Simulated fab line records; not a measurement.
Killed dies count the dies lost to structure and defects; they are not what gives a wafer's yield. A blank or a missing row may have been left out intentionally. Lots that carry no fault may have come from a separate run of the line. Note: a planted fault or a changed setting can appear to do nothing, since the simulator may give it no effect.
Chamber matching -- flow n5-finfet -- N5_MOL_CONTACT_COAG_ALD_27 on ald-sin-02 has 4 sister chambers
The step deposits SiOC, target thk 17 nm, pulse time 1.5 s, time 2720 s. 7 wafers are shown with their chamber, then 7 later ones without.

WAFERS PAIRED WITH THEIR CHAMBERS
wafer,chamber,heater-power-w (W),precursor-pulse-height-rel
L082.5,0,833,1.012
L083.3,0,829,0.994
L083.4,1,842,1.002
L085.3,3,838,0.987
L085.4,2,1071,1.029
L086.2,1,860,1.003
L086.3,2,1105,0.998

WAFERS MISSING THEIR CHAMBER
wafer,heater-power-w (W),precursor-pulse-height-rel
L086.4,870,1.039
L088.1,850,0.979
L088.2,840,1.013
L088.4,861,0.989
L097.1,847,1.006
L097.2,1086,1.012
L097.5,868,0.997

EACH ONE'S CHAMBER
wafer,from the rows above,in truth
L086.4,can't be placed: 1 or 0 or 3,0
L088.1,can't be placed: 3 or 1 or 0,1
L088.2,can't be placed: 0 or 1 or 3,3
L088.4,can't be placed: 1 or 3 or 0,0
L097.1,can't be placed: 1 or 0 or 3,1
L097.2,2,2
L097.5,can't be placed: 1 or 3 or 0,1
1 of 7 placed correctly. Cannot be placed on the basis of these rows: 6; the candidates contain the true chamber in 6. Number placed wrongly: 0.
How it was worked out, from the rows above alone: a wafer's distance from a chamber is the root of the sum, over the readings, of the square of ((its reading less the chamber's mean) divided by the reading's scatter). If the next closest chamber is less than 2 further off than the closest, the wafer can't be placed; otherwise it belongs to the closest. For every chamber, the mean is computed from those of its wafers that are shown. The scatter is the square root of a quotient: the sum, over the shown wafers, of each reading's squared deviation from its chamber's mean, divided by wafers minus chambers.
